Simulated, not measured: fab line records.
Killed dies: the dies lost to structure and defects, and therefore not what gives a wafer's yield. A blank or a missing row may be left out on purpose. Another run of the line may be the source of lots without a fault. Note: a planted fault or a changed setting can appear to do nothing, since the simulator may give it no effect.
fab line records    flow nandHarc
record lots=7  wafers=21  lastDay=24
route steps=1159 shown P_GATE@156
lots untouched by any fault: they come from a run of this same line in which no faults occurred
startH: hours from the record's opening day to when the first of the lot's shown wafers began    waitH: time in hours since the lot's previous step    " same as the row above    L1.1+2: a row that stands for several wafers    - either no value or no given start    * or withheld: withheld    < > ~ a bound
route shown NAME@n: NAME is a module with steps in the file, n the number in the route of the first one    usual: average and standard deviation across the fault-free wafers    same: alike in all rows    chamber/n: place in a boat    sites: per-site readings    _std_site: the standard deviation of these    _edge_site: inner sites' mean taken away from outer sites' mean    radiusMm: for every site, how far away it sits from the centre of the wafer    mask NAME#n: copy n    behind: the most recent tool/chamber to have shaped the wafer    hold: reason for holding the lot/hours on hold/outcome of the hold    device: whichever transistor did not switch (one of n, p or np)    end of line: tests run on the same wafers once the route is complete    a step without rows: its recipe alone    killed: dies lost to structure and defects at the first sort, not the wafer's yield    map: per-die view of a wafer (x killed, . not killed, _ where there is no die)
set.NAME: the run value of the setting; set.NAME@STEP: its run value at that earlier step    model.NAME: the simulator's own value behind a step, which no gauge read
lots at some steps of the route; a table a step, a row a wafer
services: when a tool's chamber went out of use (startH, in hours from the record's first day, below 0 if earlier), for how many hours, and the reason
## steps
# step NHARC_P_GATE_ETCHBACK_37
# recipe targetDepthA=345  timeS=17.2  chf3FlowSccm=50  o2FlowSccm=10  arFlowSccm=200  rfW=500  biasW=200  chemistry=CHF3/O2
# usual drypumpMotorCurrentA=5.6/0.39  oesProductAu=0.95/0.035  rfVppV=370.6/2.3  showerheadPlenumPTorr=2.41/0.099  throttleValvePct=20.572/0.0089
# same timeS=17.2
lot.wafer  tool        chamber  startH  waitH  drypumpMotorCurrentA  oesProductAu  rfHoursCounterH  rfVppV  showerheadPlenumPTorr  throttleValvePct
L357.2     rieDiel-04  0        -       -      5.0                   1.01          0                375.1   2.55                   20.574
L357.1     "           3        "       "      5.6                   0.99          0                372.4   2.45                   20.578
L357.5     "           1        "       "      5.9                   1.00          -                371.5   2.46                   20.571
L358.4     rieDiel-04  3        -       -      5.6                   1.00          9                371.0   2.45                   20.584
L358.5     "           2        "       "      5.4                   1.01          -                369.8   2.38                   20.557
L358.6     "           3        "       "      5.6                   0.99          -                372.7   2.45                   20.582
L362.1     rieDiel-03  1        -       -      5.4                   0.92          23               370.5   2.47                   20.573
L362.4     "           2        "       "      6.2                   0.95          21               367.4   2.25                   20.582
L362.5     "           0        "       "      5.1                   0.92          -                368.3   2.36                   20.549
L366.2     rieDiel-03  1        -       -      5.4                   0.92          26               371.6   2.47                   20.566
L366.1     "           2        "       "      6.2                   0.96          25               366.8   2.25                   20.571
L366.4     "           1        "       "      5.4                   0.92          -                371.9   2.47                   20.570
L367.2     rieDiel-01  2        -       -      6.1                   0.95          13               371.3   2.46                   20.572
L367.5     "           0        "       "      5.8                   0.92          -                372.8   2.48                   20.580
L367.6     "           1        "       "      5.4                   0.95          -                375.3   2.59                   20.577
L368.2     rieDiel-03  2        -       -      6.2                   0.96          26               368.3   2.25                   20.572
L368.3     "           3        "       "      5.8                   0.93          25               367.6   2.29                   20.566
L368.6     "           1        "       "      5.4                   0.92          -                372.0   2.47                   20.584
L376.1     rieDiel-03  1        -       -      5.4                   0.99          1                372.4   2.47                   20.566
L376.2     "           3        "       "      5.7                   0.98          1                368.4   2.29                   20.568
L376.6     "           2        "       "      6.2                   1.01          -                366.6   2.25                   20.581
# step NHARC_P_GATE_STRIP_101
# recipe timeS=20  o2FlowSccm=500  arFlowSccm=0  biasW=0  chemistry=O2
# usual drypumpMotorCurrentA=5.6/0.4  oesProductAu=1.000/0.014  rfVppV=57.8/0.98  showerheadPlenumPTorr=3.55/0.15  throttleValvePct=17.037/0.0093
# same timeS=20
lot.wafer  tool        chamber  startH  waitH  drypumpMotorCurrentA  oesProductAu  rfHoursCounterH  rfVppV  showerheadPlenumPTorr  throttleValvePct
L357.1     rieDiel-04  0        121.76  0.1    5.0                   1.014         0                57.9    3.74                   17.035
L357.2     "           1        "       "      6.0                   0.996         0                58.6    3.61                   17.026
L357.5     "           1        "       "      6.0                   0.993         -                58.1    3.61                   17.021
L358.4     rieDiel-04  0        138.81  0.1    5.0                   1.006         9                56.7    3.73                   17.036
L358.6     "           0        "       "      5.0                   1.013         -                57.8    3.73                   17.040
L358.5     "           1        "       "      6.0                   0.991         -                59.2    3.60                   17.057
L362.4     rieDiel-03  1        156.87  0.1    5.4                   0.999         23               58.3    3.63                   17.045
L362.1     "           2        "       "      6.2                   1.033         21               56.2    3.31                   17.031
L362.5     "           1        "       "      5.4                   1.000         -                57.1    3.63                   17.044
L366.1     rieDiel-03  2        180.75  0.1    6.2                   1.030         25               57.1    3.31                   17.043
L366.2     "           3        "       "      5.8                   0.985         23               56.6    3.37                   17.036
L366.4     "           2        "       "      6.2                   1.029         -                57.4    3.31                   17.057
L367.2     rieDiel-01  1        186.72  0.1    5.3                   0.997         12               60.5    3.80                   17.025
L367.5     "           1        "       "      5.3                   1.005         -                57.8    3.80                   17.040
L367.6     "           2        "       "      6.2                   1.008         -                56.2    3.61                   17.027
L368.3     rieDiel-03  0        195.20  0.1    5.1                   0.993         27               57.3    3.47                   17.046
L368.2     "           3        "       "      5.8                   0.993         25               58.9    3.37                   17.034
L368.6     "           1        "       "      5.4                   0.991         -                58.6    3.62                   17.031
L376.2     rieDiel-03  3        236.96  0.1    5.8                   0.974         1                58.3    3.37                   17.044
L376.1     "           1        "       "      5.4                   1.001         1                60.0    3.62                   17.029
L376.6     "           3        "       "      5.8                   0.966         -                58.3    3.37                   17.032
# step NHARC_P_GATE_PRECLEAN_97
# recipe timeS=600  tempC=120  chemistry=SPM
# step NHARC_P_GATE_SRD_98
# step NHARC_P_GATE_PRECLEAN_99
# recipe timeS=*  tempC=50  bathAgeMin=0  chemistry=SC1
# step NHARC_P_GATE_SRD_100
# step NHARC_P_GATE_DEHYDRATE_38
# recipe tempC=150  timeS=120
# step NHARC_P_GATE_HMDS_39
# recipe timeS=30
# step NHARC_P_GATE_COAT_40
# recipe spinRpm=3000
# step NHARC_P_GATE_SOFTBAKE_41
# recipe tempC=122  timeS=95
# step NHARC_P_GATE_EBR_42
# step NHARC_P_GATE_EXPOSE_43
# recipe na=0.6  targetCdNm=720  doseMj=14.81  maskId=P_NSD
# step NHARC_P_GATE_PEB_44
# recipe pebTempC=118  pebTimeS=85
# usual chillPlateTempC=23.01/0.1  exhaustPa=45.0/1
lot.wafer  tool           chamber  startH  waitH  chillPlateTempC  exhaustPa
L357.1     lithoTrack-05  0        122.59  0.1    22.95            44.6
L357.2     "              0        "       "      23.15            45.6
L357.5     "              0        "       "      23.04            45.3
L358.4     lithoTrack-07  0        139.52  0.0    23.04            44.4
L358.5     "              0        "       "      22.97            45.2
L358.6     "              0        "       "      22.89            45.9
L362.1     lithoTrack-07  0        157.71  0.1    23.12            44.6
L362.4     "              0        "       "      23.14            44.1
L362.5     "              0        "       "      23.17            45.0
L366.1     lithoTrack-07  -        181.48  0.1    -                -
L366.2     "              -        "       "      -                -
L366.4     "              -        "       "      -                -
L367.2     lithoTrack-05  -        187.56  0.1    -                -
L367.5     "              -        "       "      -                -
L367.6     "              -        "       "      -                -
L368.2     lithoTrack-02  -        196.03  0.1    -                -
L368.3     "              -        "       "      -                -
L368.6     "              -        "       "      -                -
L376.1     lithoTrack-07  0        237.80  0.1    22.97            46.4
L376.2     "              0        "       "      23.14            45.5
L376.6     "              0        "       "      22.90            45.3
# step NHARC_P_GATE_DEVELOP_45
# recipe timeS=70
## services
tool           chamber  startH  hours  kind
rieDiel-04     -        111.97  9.0    pm
rieDiel-03     0        120.82  -      clean
rieDiel-03     1        120.82  -      clean
rieDiel-03     2        120.82  -      clean
rieDiel-03     3        120.82  -      clean
rieDiel-01     -        137.80  9.0    pm
rieDiel-03     0        145.36  -      clean
rieDiel-03     1        145.36  -      clean
rieDiel-03     2        145.36  -      clean
rieDiel-03     3        145.36  -      clean
lithoTrack-02  -        165.00  7.0    pm
rieDiel-01     -        168.95  1.2    repair
rieDiel-03     0        169.95  -      clean
rieDiel-03     1        169.95  -      clean
rieDiel-03     2        169.95  -      clean
rieDiel-03     3        169.95  -      clean
rieDiel-03     0        177.10  7.7    repair
rieDiel-03     0        194.45  -      clean
rieDiel-03     1        194.45  -      clean
rieDiel-03     2        194.45  -      clean
rieDiel-03     3        194.45  -      clean
rieDiel-03     -        215.33  9.0    pm
rieDiel-03     0        231.57  7.3    repair
lithoTrack-05  -        237.00  7.0    pm
## key
firstSign step=NHARC_P_GATE_PEB_44  reading=toolRecord  direction=missing
effect none on later readings
metAt NHARC_P_GATE_PEB_44
struckWafers L366.1,L366.2,L366.4,L367.2,L367.5,L367.6,L368.2,L368.3,L368.6
laterRowsLeftOut L366.1,L366.2,L366.4,L367.2,L367.5,L367.6,L368.2,L368.3,L368.6
sortLeftOut L366.1,L366.2,L366.4,L367.2,L367.5,L367.6,L368.2,L368.3,L368.6
testerLeftOut L366,L367,L368
onsetBetween 157.71 181.48
fault kind=skippedStepWhole  tool=lithoTrack-02,lithoTrack-05,lithoTrack-07  chamber=-  onsetH=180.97  steps=NHARC_P_GATE_PEB_44  scope=struckLotsOnly
# testerLeftOut: of these lots the tester's yield and bins aren't shown, on N5 and GAA mostly nor the transistor test; their killed dies are dies lost to structure and defects alone, not to doping, threshold or leakage, so they don't give the yield
# sortLeftOut: the simulated sort isn't trusted on such a fault, so these wafers' sort isn't shown, and their yield isn't known
# laterRowsLeftOut: the simulator's readings of these wafers behind a module that went badly wrong aren't trusted and aren't shown, but for the sort
